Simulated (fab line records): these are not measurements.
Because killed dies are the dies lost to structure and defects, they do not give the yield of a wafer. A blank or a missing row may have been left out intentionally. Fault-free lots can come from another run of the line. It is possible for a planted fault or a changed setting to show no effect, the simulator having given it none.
fab line records	flow n5-finfet
record: lots: 24	wafers: 72	last-day: 17
route steps=1938 shown BEOL_M13@1660 BEOL_M14@1727
lots that met no fault: taken from a fault-free run of the same line
start-h: the number of hours between the record's first day and the start of the first shown wafer of the lot	wait-h: how many hours have passed since the lot's step before this one	" as in the row above	L1.1+2: a single row standing in for several wafers	- no value, or no start given	* or withheld: withheld	< > ~ a bound
route shown NAME@n: NAME is a module with steps in the file, n the number in the route of the first one	usual: mean/standard deviation of fault-free wafers	same: alike in all rows	chamber/n: place in a boat	sites: per-site readings	_std_site: how widely they spread, as a standard deviation	_edge_site: mean of outer sites minus mean of inner sites	radius-mm: for every site, how far away it sits from the centre of the wafer	mask NAME#n: copy n	behind: the most recent tool/chamber to have shaped the wafer	hold: cause of the lot's hold/its duration in hours/its outcome	device: the n, p or np transistor that did not switch	end of line: the same wafers' tests at the end of the route	where a step has no rows: the recipe by itself	killed: count of dies lost to structure and defects at first sort (not the wafer's yield)	map: the dies of a wafer, with x for killed, . for not killed, _ for no die there
set.NAME: the setting as run; set.NAME@STEP: as run at that earlier step	model.NAME: the simulator's own value behind a step, which no gauge read
the route's steps for a sample of lots (tables are steps, rows are wafers)
services: the hour from which a tool's chamber was out of use, counted from the record's first day as start-h (under 0 if before that day), plus the number of hours and why
== steps ==
step: N5_BEOL_M13_THK_MEAS_01
recipe: reads: SiOC_of_BEOL_M13_ILD_DEP_00
usual: M13_ILD_THK: 842/11
lot.wafer	tool	chamber	start-h	wait-h	M13_ILD_THK[nm]
L074.3	film-metro-01	-	224.40	0.1	835
L074.4	"	-	"	"	862
L074.5	"	-	"	"	859
L075.2	film-metro-01	-	235.26	0.1	833
L075.4	"	-	"	"	840
L075.6	"	-	"	"	857
L077.1	film-metro-01	-	241.95	0.2	826
L077.2	"	-	"	"	819
L077.5	"	-	"	"	832
L078.1	film-metro-01	-	248.94	0.2	837
L078.2	"	-	"	"	846
L078.6	"	-	"	"	852
L076.2	film-metro-01	-	249.20	0.1	866
L076.5	"	-	"	"	859
L076.6	"	-	"	"	860
L080.1	film-metro-01	-	257.02	0.1	854
L080.3	"	-	"	"	842
L080.5	"	-	"	"	869
L079.1	film-metro-01	-	264.58	0.1	840
L079.4	"	-	"	"	849
L079.5	"	-	"	"	844
L082.1	film-metro-01	-	281.15	0.1	834
L082.2	"	-	"	"	844
L082.6	"	-	"	"	849
L081.2	film-metro-01	-	281.38	0.1	845
L081.4	"	-	"	"	839
L081.6	"	-	"	"	842
L083.3	film-metro-01	-	286.99	0.1	830
L083.5	"	-	"	"	847
L083.6	"	-	"	"	844
L084.2	film-metro-01	-	289.33	0.1	845
L084.3	"	-	"	"	825
L084.6	"	-	"	"	841
L086.1	film-metro-01	-	295.46	0.1	833
L086.2	"	-	"	"	844
L086.5	"	-	"	"	847
L085.1	film-metro-01	-	298.06	0.1	841
L085.3	"	-	"	"	851
L085.6	"	-	"	"	847
L087.1	film-metro-01	-	309.62	0.1	841
L087.4	"	-	"	"	845
L087.6	"	-	"	"	836
L089.2	film-metro-01	-	312.97	0.1	819
L089.5	"	-	"	"	831
L089.6	"	-	"	"	838
L088.1	film-metro-01	-	324.42	0.1	825
L088.3	"	-	"	"	831
L088.6	"	-	"	"	843
L091.4	film-metro-01	-	333.11	0.0	845
L091.5	"	-	"	"	840
L091.6	"	-	"	"	857
L090.2	film-metro-01	-	334.92	0.3	829
L090.5	"	-	"	"	846
L090.6	"	-	"	"	855
L092.2	film-metro-01	-	346.00	0.1	836
L092.3	"	-	"	"	839
L092.5	"	-	"	"	857
L094.1	film-metro-01	-	352.31	0.1	842
L094.3	"	-	"	"	828
L094.5	"	-	"	"	851
L093.3	film-metro-01	-	352.85	0.1	841
L093.5	"	-	"	"	837
L093.6	"	-	"	"	838
L095.3	film-metro-01	-	368.56	0.1	844
L095.4	"	-	"	"	854
L095.5	"	-	"	"	846
L097.1	film-metro-02	-	369.05	0.1	822
L097.2	"	-	"	"	856
L097.6	"	-	"	"	852
L096.3	film-metro-01	-	373.40	0.1	825
L096.5	"	-	"	"	841
L096.6	"	-	"	"	854
step: N5_BEOL_M13_DESCUM_15
recipe: chemistry: O2	time-s: 7.9	source-power-w: 50	bias-power-w: 20	pressure-mtorr: 20	rf-frequency-hz: 2.712e+07	temp-c: 40	o2-flow-sccm: 225
usual: chamber-pressure-mTorr: 19.998/0.018	drypump-motor-current-A: 5.86/0.25	oes-product-au: 0.78/0.077	rf-vpp-V: 243.1/1.3	showerhead-plenum-p-Torr: 2.08/0.059	throttle-valve-pct: 20.35/0.24
same: time-s: 7.9
lot.wafer	tool	chamber	start-h	wait-h	chamber-pressure-mTorr	drypump-motor-current-A	oes-product-au	rf-hours-counter-h	rf-vpp-V	showerhead-plenum-p-Torr	throttle-valve-pct
L074.3	rie-diel-03	0	224.91	0.0	19.987	5.73	0.75	180	240.8	2.00	20.58
L074.4	"	2	"	"	20.008	6.03	0.80	98	244.5	2.09	20.25
L074.5	"	0	"	"	19.990	5.75	0.76	-	241.9	2.01	20.57
L075.2	rie-diel-03	3	235.65	0.0	19.996	5.83	0.70	240	246.9	2.16	20.47
L075.4	"	2	"	"	19.996	6.05	0.79	101	243.5	2.09	20.26
L075.6	"	2	"	"	20.012	6.04	0.79	-	244.7	2.09	20.24
L077.1	rie-diel-02	2	242.47	0.0	20.000	5.96	0.72	187	242.3	2.10	20.29
L077.2	"	3	"	"	20.003	6.14	0.88	29	241.6	2.05	20.17
L077.5	"	0	"	"	19.989	5.47	0.89	-	242.8	2.03	20.20
L078.1	rie-diel-06	2	249.63	0.2	19.998	6.04	0.70	219	244.0	2.08	20.64
L078.2	"	3	"	"	20.029	5.78	0.68	235	242.2	2.08	20.84
L078.6	"	2	"	"	20.020	6.04	0.69	-	241.6	2.08	20.65
L076.2	rie-diel-02	1	249.82	0.1	20.012	5.96	0.81	84	244.3	2.18	20.04
L076.5	"	1	"	"	20.012	5.98	0.80	-	244.8	2.18	20.03
L076.6	"	2	"	"	20.016	5.98	0.72	-	243.6	2.10	20.29
L080.1	rie-diel-06	2	257.53	0.0	20.004	5.99	0.69	221	243.6	2.08	20.64
L080.3	"	3	"	"	20.021	5.80	0.69	238	244.0	2.08	20.85
L080.5	"	1	"	"	19.990	6.51	0.84	-	244.1	2.11	20.13
L079.1	rie-diel-03	1	264.97	0.0	20.011	5.50	0.68	231	241.9	2.05	20.72
L079.4	"	0	"	"	19.976	5.74	0.73	186	241.0	2.00	20.59
L079.5	"	0	"	"	20.000	5.76	0.74	-	242.2	2.00	20.60
L082.1	rie-diel-03	0	281.66	0.0	20.013	5.73	0.74	193	241.2	2.00	20.62
L082.2	"	1	"	"	20.014	5.45	0.68	238	243.0	2.05	20.72
L082.6	"	1	"	"	19.982	5.47	0.67	-	242.7	2.05	20.74
L081.2	rie-diel-02	2	281.88	0.1	20.039	5.95	0.72	199	242.5	2.09	20.31
L081.4	"	3	"	"	19.994	6.12	0.86	41	243.0	2.05	20.21
L081.6	"	3	"	"	19.974	6.12	0.85	-	242.8	2.05	20.19
L083.3	rie-diel-03	1	288.01	0.6	19.998	5.50	0.68	241	243.3	2.05	20.73
L083.5	"	3	"	"	20.015	5.81	0.97	-	244.5	2.16	19.98
L083.6	"	0	"	"	20.002	5.78	0.74	-	240.7	2.00	20.60
L084.2	rie-diel-03	1	289.72	0.0	20.012	5.50	0.67	241	243.4	2.04	20.74
L084.3	"	3	"	"	19.974	5.81	0.96	1	245.1	2.16	20.00
L084.6	"	1	"	"	19.980	5.49	0.68	-	243.1	2.05	20.73
L086.1	rie-diel-02	2	295.98	0.0	19.996	6.00	0.72	203	242.6	2.09	20.32
L086.2	"	1	"	"	20.023	5.96	0.78	99	245.2	2.17	20.06
L086.5	"	0	"	"	20.012	5.50	0.86	-	243.4	2.03	20.22
L085.1	rie-diel-03	1	298.45	0.0	19.987	5.45	0.67	243	241.7	2.04	20.73
L085.3	"	0	"	"	20.011	5.72	0.74	197	242.2	2.00	20.62
L085.6	"	0	"	"	19.977	5.71	0.73	-	242.3	2.00	20.60
L087.1	rie-diel-06	1	310.02	0.0	20.001	6.48	0.82	94	242.7	2.11	20.17
L087.4	"	2	"	"	20.006	6.02	0.68	-	245.0	2.08	20.68
L087.6	"	1	"	"	19.991	6.48	0.82	-	243.8	2.11	20.16
L089.2	rie-diel-02	2	313.36	0.0	19.992	5.94	0.70	210	242.8	2.09	20.33
L089.5	"	1	"	"	19.976	5.99	0.78	-	245.1	2.17	20.08
L089.6	"	0	"	"	20.006	5.51	0.85	-	241.4	2.02	20.23
L088.1	rie-diel-02	2	325.49	0.6	20.028	5.98	0.70	214	244.2	2.09	20.35
L088.3	"	3	"	"	19.975	6.13	0.83	56	242.6	2.04	20.23
L088.6	"	3	"	"	19.979	6.14	0.84	-	240.9	2.04	20.22
L091.4	rie-diel-02	1	333.50	0.0	19.984	5.97	0.78	111	246.1	2.17	20.09
L091.5	"	2	"	"	20.020	5.96	0.70	-	243.3	2.09	20.34
L091.6	"	1	"	"	20.018	5.96	0.78	-	244.5	2.17	20.08
L090.2	rie-diel-03	3	335.44	0.0	19.994	5.82	0.90	14	243.1	2.15	20.01
L090.5	"	2	"	"	20.022	6.04	0.76	-	243.0	2.08	20.32
L090.6	"	3	"	"	20.028	5.85	0.90	-	244.9	2.15	20.00
L092.2	rie-diel-02	1	346.52	0.0	20.004	5.96	0.77	115	244.4	2.17	20.08
L092.3	"	3	"	"	19.988	6.16	0.83	62	242.2	2.04	20.22
L092.5	"	0	"	"	20.003	5.49	0.83	-	243.1	2.02	20.26
L094.1	rie-diel-03	0	352.92	0.1	20.007	5.71	0.71	217	241.9	1.99	20.64
L094.3	"	3	"	"	20.004	5.81	0.89	21	244.3	2.15	20.03
L094.5	"	3	"	"	20.007	5.83	0.89	-	244.4	2.15	20.01
L093.3	rie-diel-02	3	353.36	0.0	20.004	6.17	0.83	64	242.1	2.04	20.22
L093.5	"	0	"	"	19.996	5.47	0.84	-	242.6	2.02	20.25
L093.6	"	3	"	"	20.011	6.16	0.83	-	242.1	2.04	20.23
L095.3	rie-diel-02	3	369.07	0.0	19.978	6.14	0.82	69	240.9	2.04	20.23
L095.4	"	1	"	"	19.998	5.95	0.77	122	246.1	2.16	20.10
L095.5	"	1	"	"	19.967	5.99	0.77	-	245.6	2.16	20.12
L097.1	rie-diel-03	0	369.44	0.0	19.960	5.71	0.71	222	243.1	1.99	20.65
L097.2	"	2	"	"	20.034	6.03	0.75	146	243.9	2.07	20.33
L097.6	"	3	"	"	20.005	5.85	0.88	-	244.9	2.15	20.03
L096.3	rie-diel-03	3	373.92	0.0	20.011	5.83	0.89	28	243.9	2.15	20.03
L096.5	"	3	"	"	19.983	5.83	0.88	-	243.8	2.15	20.03
L096.6	"	0	"	"	20.016	5.72	0.71	-	242.7	1.99	20.65
step: N5_BEOL_M13_OVL_MEAS_29
recipe: points-per-wafer: 44
usual: M13_OVL: 2/4.3
lot.wafer	tool	chamber	start-h	wait-h	M13_OVL[nm]
L074.3	overlay-02	0	225.93	0.0	-1
L074.4	"	0	"	"	-3
L074.5	"	0	"	"	1
L075.2	overlay-02	0	236.54	0.0	4
L075.4	"	0	"	"	2
L075.6	"	0	"	"	1
L077.1	overlay-01	0	243.48	0.0	7
L077.2	"	0	"	"	-2
L077.5	"	0	"	"	5
L078.1	overlay-02	0	250.64	0.0	1
L078.2	"	0	"	"	-3
L078.6	"	0	"	"	1
L076.2	overlay-01	0	250.87	0.0	6
L076.5	"	0	"	"	2
L076.6	"	0	"	"	2
L080.1	overlay-01	0	258.47	0.0	1
L080.3	"	0	"	"	1
L080.5	"	0	"	"	-2
L079.1	overlay-02	0	265.86	0.0	0
L079.4	"	0	"	"	0
L079.5	"	0	"	"	2
L082.1	overlay-02	0	282.68	0.0	3
L082.2	"	0	"	"	5
L082.6	"	0	"	"	6
L081.2	overlay-01	0	282.76	0.0	8
L081.4	"	0	"	"	5
L081.6	"	0	"	"	5
L083.3	overlay-02	0	288.90	0.0	-1
L083.5	"	0	"	"	-2
L083.6	"	0	"	"	5
L084.2	overlay-02	0	290.61	0.0	-1
L084.3	"	0	"	"	2
L084.6	"	0	"	"	0
L086.1	overlay-01	0	296.87	0.0	10
L086.2	"	0	"	"	7
L086.5	"	0	"	"	1
L085.1	overlay-01	0	299.46	0.0	15
L085.3	"	0	"	"	11
L085.6	"	0	"	"	3
L087.1	overlay-02	0	310.91	0.0	2
L087.4	"	0	"	"	2
L087.6	"	0	"	"	2
L089.2	overlay-01	0	314.25	0.0	-1
L089.5	"	0	"	"	2
L089.6	"	0	"	"	1
L088.1	overlay-02	0	326.53	0.0	0
L088.3	"	0	"	"	2
L088.6	"	0	"	"	1
L091.4	overlay-02	0	334.39	0.0	2
L091.5	"	0	"	"	1
L091.6	"	0	"	"	3
L090.2	overlay-01	0	336.45	0.0	-4
L090.5	"	0	"	"	-12
L090.6	"	0	"	"	-4
L092.2	overlay-02	0	347.41	0.0	1
L092.3	"	0	"	"	0
L092.5	"	0	"	"	5
L094.1	overlay-02	0	353.93	0.0	1
L094.3	"	0	"	"	6
L094.5	"	0	"	"	5
L093.3	overlay-01	0	354.38	0.0	-1
L093.5	"	0	"	"	-2
L093.6	"	0	"	"	6
L095.3	overlay-01	0	370.13	0.0	0
L095.4	"	0	"	"	-3
L095.5	"	0	"	"	1
L097.1	overlay-01	0	370.45	0.0	1
L097.2	"	0	"	"	4
L097.6	"	0	"	"	4
L096.3	overlay-02	0	375.05	0.0	-4
L096.5	"	0	"	"	-4
L096.6	"	0	"	"	-1
step: N5_BEOL_M13_INSPECT_30
recipe: mode: adi	inspect-instrument: macro
usual: raw-defect-count: 1.9/1.3
lot.wafer	tool	chamber	start-h	wait-h	raw-defect-count
L074.3	defect-inspect-01	-	225.95	0.0	3
L074.4	"	-	"	"	2
L074.5	"	-	"	"	4
L075.2	defect-inspect-02	-	236.57	0.0	1
L075.4	"	-	"	"	0
L075.6	"	-	"	"	3
L077.1	defect-inspect-02	-	243.50	0.0	0
L077.2	"	-	"	"	2
L077.5	"	-	"	"	4
L078.1	defect-inspect-01	-	250.67	0.0	2
L078.2	"	-	"	"	2
L078.6	"	-	"	"	1
L076.2	defect-inspect-02	-	250.90	0.0	1
L076.5	"	-	"	"	2
L076.6	"	-	"	"	0
L080.1	defect-inspect-02	-	258.49	0.0	1
L080.3	"	-	"	"	2
L080.5	"	-	"	"	0
L079.1	defect-inspect-02	-	265.88	0.0	2
L079.4	"	-	"	"	4
L079.5	"	-	"	"	5
L082.1	defect-inspect-02	-	282.71	0.0	1
L082.2	"	-	"	"	4
L082.6	"	-	"	"	1
L081.2	defect-inspect-01	-	282.79	0.0	1
L081.4	"	-	"	"	1
L081.6	"	-	"	"	2
L083.3	defect-inspect-01	-	288.93	0.0	2
L083.5	"	-	"	"	2
L083.6	"	-	"	"	2
L084.2	defect-inspect-02	-	290.63	0.0	3
L084.3	"	-	"	"	2
L084.6	"	-	"	"	0
L086.1	defect-inspect-01	-	296.89	0.0	2
L086.2	"	-	"	"	0
L086.5	"	-	"	"	0
L085.1	defect-inspect-01	-	299.49	0.0	1
L085.3	"	-	"	"	0
L085.6	"	-	"	"	0
L087.1	defect-inspect-02	-	310.93	0.0	2
L087.4	"	-	"	"	2
L087.6	"	-	"	"	3
L089.2	defect-inspect-01	-	314.27	0.0	0
L089.5	"	-	"	"	0
L089.6	"	-	"	"	4
L088.1	defect-inspect-01	-	326.56	0.0	2
L088.3	"	-	"	"	2
L088.6	"	-	"	"	1
L091.4	defect-inspect-02	-	334.42	0.0	2
L091.5	"	-	"	"	2
L091.6	"	-	"	"	2
L090.2	defect-inspect-02	-	336.48	0.0	3
L090.5	"	-	"	"	4
L090.6	"	-	"	"	3
L092.2	defect-inspect-01	-	347.43	0.0	3
L092.3	"	-	"	"	1
L092.5	"	-	"	"	0
L094.1	defect-inspect-01	-	353.96	0.0	1
L094.3	"	-	"	"	1
L094.5	"	-	"	"	1
L093.3	defect-inspect-02	-	354.40	0.0	3
L093.5	"	-	"	"	1
L093.6	"	-	"	"	2
L095.3	defect-inspect-01	-	370.15	0.0	1
L095.4	"	-	"	"	4
L095.5	"	-	"	"	3
L097.1	defect-inspect-01	-	370.47	0.0	0
L097.2	"	-	"	"	1
L097.6	"	-	"	"	3
L096.3	defect-inspect-02	-	375.08	0.0	2
L096.5	"	-	"	"	1
L096.6	"	-	"	"	1
step: N5_BEOL_M13_CMP_49
recipe: stop-on: SiOC	t-overpolish-s: 17.1	down-force-psi: 1	platen-rpm: 50	clearing-platen-down-force-psi: 1.5	clearing-platen-rpm: 50	post-cmp-clean: cu-alkaline	target-thk-nm: 420	clearing-platen-pad-velocity-m-s: 0.99484	pad-velocity-m-s: 0.99484
usual: barrier-field-endpoint-s: 30.7/1.1	motor-current-A: 6.2/0.42	overpolish-run-s: 17.099/0.0089
lot.wafer	tool	chamber	start-h	wait-h	barrier-field-endpoint-s	motor-current-A	overpolish-run-s
L074.4	cmp-04	1	229.42	0.2	32.3	6.2	17.106
L074.3	"	2	"	"	29.7	6.8	17.098
L074.5	"	0	"	"	31.3	6.0	17.108
L075.2	cmp-04	2	240.48	0.2	29.3	6.7	17.094
L075.4	"	0	"	"	30.8	6.0	17.089
L075.6	"	1	"	"	33.0	6.2	17.108
L077.1	cmp-04	3	245.49	0.3	31.2	5.9	17.104
L077.2	"	1	"	"	34.0	6.4	17.100
L077.5	"	3	"	"	30.4	6.0	17.103
L078.2	cmp-04	1	257.34	0.2	32.8	6.4	17.093
L078.1	"	3	"	"	30.9	5.9	17.099
L078.6	"	1	"	"	32.5	6.2	17.099
L076.2	cmp-04	0	258.05	0.3	31.2	5.9	17.103
L076.5	"	2	"	"	30.4	6.2	17.077
L076.6	"	3	"	"	30.2	5.8	17.095
L080.3	cmp-02	0	263.03	0.2	29.8	6.3	17.099
L080.1	"	1	"	"	31.6	6.6	17.111
L080.5	"	3	"	"	30.3	6.3	17.105
L079.1	cmp-02	0	269.80	0.3	30.0	6.3	17.100
L079.4	"	2	"	"	30.2	6.1	17.097
L079.5	"	1	"	"	30.9	6.5	17.102
L082.2	cmp-04	1	285.43	0.3	32.2	6.2	17.109
L082.1	"	2	"	"	29.1	6.5	17.108
L082.6	"	0	"	"	28.5	6.1	17.109
L081.2	cmp-03	1	286.08	0.2	30.3	7.6	17.098
L081.4	"	0	"	"	30.8	5.9	17.092
L081.6	"	2	"	"	29.8	5.0	17.113
L083.3	cmp-04	0	293.72	0.3	29.7	6.3	17.103
L083.5	"	1	"	"	32.6	6.4	17.093
L083.6	"	2	"	"	28.8	6.4	17.090
L084.2	cmp-03	0	294.07	0.2	31.2	6.5	17.107
L084.3	"	1	"	"	29.4	7.2	17.093
L084.6	"	1	"	"	30.1	6.9	17.093
L086.1	cmp-02	1	300.67	0.5	31.2	6.4	17.095
L086.2	"	2	"	"	30.4	6.1	17.078
L086.5	"	1	"	"	31.4	6.6	17.104
L085.1	cmp-04	3	304.12	0.3	31.0	5.9	17.096
L085.3	"	0	"	"	31.2	5.7	17.109
L085.6	"	1	"	"	32.7	6.1	17.093
L089.2	cmp-03	1	316.59	0.2	31.0	7.0	17.100
L089.6	"	1	"	"	30.7	7.2	17.089
L089.5	"	2	"	"	30.0	5.1	17.089
L087.4	cmp-04	2	317.72	0.2	28.9	6.5	17.102
L087.1	"	3	"	"	29.4	5.9	17.087
L087.6	"	2	"	"	29.1	6.6	17.096
L088.3	cmp-03	1	328.77	0.2	31.1	7.1	17.096
L088.1	"	2	"	"	29.4	5.6	17.096
L088.6	"	2	"	"	30.5	5.3	17.110
L091.4	cmp-02	2	336.47	0.2	32.1	6.5	17.094
L091.5	"	0	"	"	31.3	6.5	17.110
L091.6	"	1	"	"	32.4	6.6	17.103
L090.2	cmp-02	2	339.35	0.3	31.1	6.3	17.090
L090.6	"	3	"	"	29.8	6.0	17.107
L090.5	"	0	"	"	29.8	6.1	17.095
L092.3	cmp-02	3	351.11	0.2	29.8	6.1	17.105
L092.2	"	1	"	"	32.3	6.7	17.103
L092.5	"	3	"	"	30.1	6.1	17.106
L094.3	cmp-03	1	357.58	0.2	31.3	7.1	17.100
L094.1	"	2	"	"	30.5	5.2	17.097
L094.5	"	0	"	"	32.6	6.4	17.092
L093.3	cmp-04	3	359.66	0.2	29.3	5.8	17.114
L093.5	"	1	"	"	32.4	6.3	17.091
L093.6	"	2	"	"	29.2	6.5	17.086
L095.4	cmp-02	0	372.27	0.1	30.6	6.4	17.104
L095.3	"	1	"	"	30.9	6.8	17.110
L095.5	"	1	"	"	30.5	6.5	17.091
L096.3	cmp-04	1	377.90	0.3	31.5	6.2	17.110
L096.6	"	2	"	"	29.2	6.5	17.091
L096.5	"	3	"	"	29.5	5.9	17.092
L097.1	cmp-02	1	381.04	0.3	31.6	6.4	17.100
L097.2	"	2	"	"	30.5	6.4	17.089
L097.6	"	0	"	"	30.2	6.4	17.090
step: N5_BEOL_M14_OVL_MEAS_11
recipe: points-per-wafer: 44
usual: V13_OVL: 2/5.5
lot.wafer	tool	chamber	start-h	wait-h	V13_OVL[nm]
L074.3	overlay-01	0	230.40	0.0	-11
L074.4	"	0	"	"	2
L074.5	"	0	"	"	-11
L075.2	overlay-02	0	241.45	0.0	10
L075.4	"	0	"	"	8
L075.6	"	0	"	"	12
L077.1	overlay-01	0	246.50	0.0	5
L077.2	"	0	"	"	2
L077.5	"	0	"	"	5
L078.1	overlay-01	0	258.36	0.0	-5
L078.2	"	0	"	"	6
L078.6	"	0	"	"	3
L076.2	overlay-02	0	258.98	0.0	12
L076.5	"	0	"	"	9
L076.6	"	0	"	"	14
L080.1	overlay-01	0	264.09	0.0	-5
L080.3	"	0	"	"	-3
L080.5	"	0	"	"	-1
L079.1	overlay-01	0	271.28	0.0	-2
L079.4	"	0	"	"	4
L079.5	"	0	"	"	-4
L082.1	overlay-01	0	286.36	0.0	6
L082.2	"	0	"	"	-4
L082.6	"	0	"	"	-3
L081.2	overlay-02	0	287.35	0.0	-2
L081.4	"	0	"	"	-5
L081.6	"	0	"	"	-2
L083.3	overlay-01	0	294.74	0.0	2
L083.5	"	0	"	"	5
L083.6	"	0	"	"	-1
L084.2	overlay-02	0	295.08	0.0	9
L084.3	"	0	"	"	10
L084.6	"	0	"	"	7
L086.1	overlay-02	0	301.65	0.0	2
L086.2	"	0	"	"	7
L086.5	"	0	"	"	0
L085.1	overlay-01	0	305.06	0.0	9
L085.3	"	0	"	"	4
L085.6	"	0	"	"	2
L089.2	overlay-01	0	317.61	0.0	8
L089.5	"	0	"	"	13
L089.6	"	0	"	"	6
L087.1	overlay-01	0	318.70	0.0	2
L087.4	"	0	"	"	4
L087.6	"	0	"	"	0
L088.1	overlay-01	0	329.91	0.0	4
L088.3	"	0	"	"	6
L088.6	"	0	"	"	-2
L091.4	overlay-02	0	337.53	0.0	-3
L091.5	"	0	"	"	2
L091.6	"	0	"	"	-2
L090.2	overlay-02	0	340.25	0.0	-1
L090.5	"	0	"	"	3
L090.6	"	0	"	"	5
L092.2	overlay-01	0	352.12	0.0	4
L092.3	"	0	"	"	1
L092.5	"	0	"	"	1
L094.1	overlay-01	0	358.52	0.0	3
L094.3	"	0	"	"	1
L094.5	"	0	"	"	-2
L093.3	overlay-01	0	360.72	0.0	3
L093.5	"	0	"	"	6
L093.6	"	0	"	"	-9
L095.3	overlay-01	0	373.41	0.0	-1
L095.4	"	0	"	"	10
L095.5	"	0	"	"	0
L096.3	overlay-02	0	378.93	0.0	2
L096.5	"	0	"	"	-4
L096.6	"	0	"	"	2
L097.1	overlay-02	0	382.11	0.0	1
L097.2	"	0	"	"	7
L097.6	"	0	"	"	3
== services ==
tool	chamber	start-h	hours	kind
cmp-04	-	205.68	3.3	repair
rie-diel-03	-	220.73	0.9	repair
rie-diel-02	3	229.20	1.3	repair
cmp-02	-	230.18	2.6	repair
cmp-04	-	231.46	1.4	repair
rie-diel-03	0	237.94	16.9	repair
cmp-03	-	246.74	0.4	repair
rie-diel-03	3	265.27	-	clean
rie-diel-03	3	265.27	-	consumable-replace:esc
rie-diel-03	3	265.27	-	consumable-replace:focus-ring
rie-diel-03	3	265.27	20.3	scheduled-down
rie-diel-03	3	265.27	20.3	vent-cycle
cmp-02	-	277.69	4.0	pm
cmp-02	-	286.86	1.4	repair
cmp-04	-	293.85	7.3	pm
cmp-04	-	306.09	0.8	repair
cmp-04	-	307.92	2.7	repair
cmp-03	-	322.94	0.5	repair
cmp-02	-	329.99	1.7	repair
rie-diel-02	2	343.65	3.2	repair
cmp-04	-	353.65	5.0	repair
rie-diel-03	1	367.60	2.7	repair
rie-diel-02	0	372.38	12.3	repair
cmp-02	-	375.05	5.5	repair
== key ==
fault none
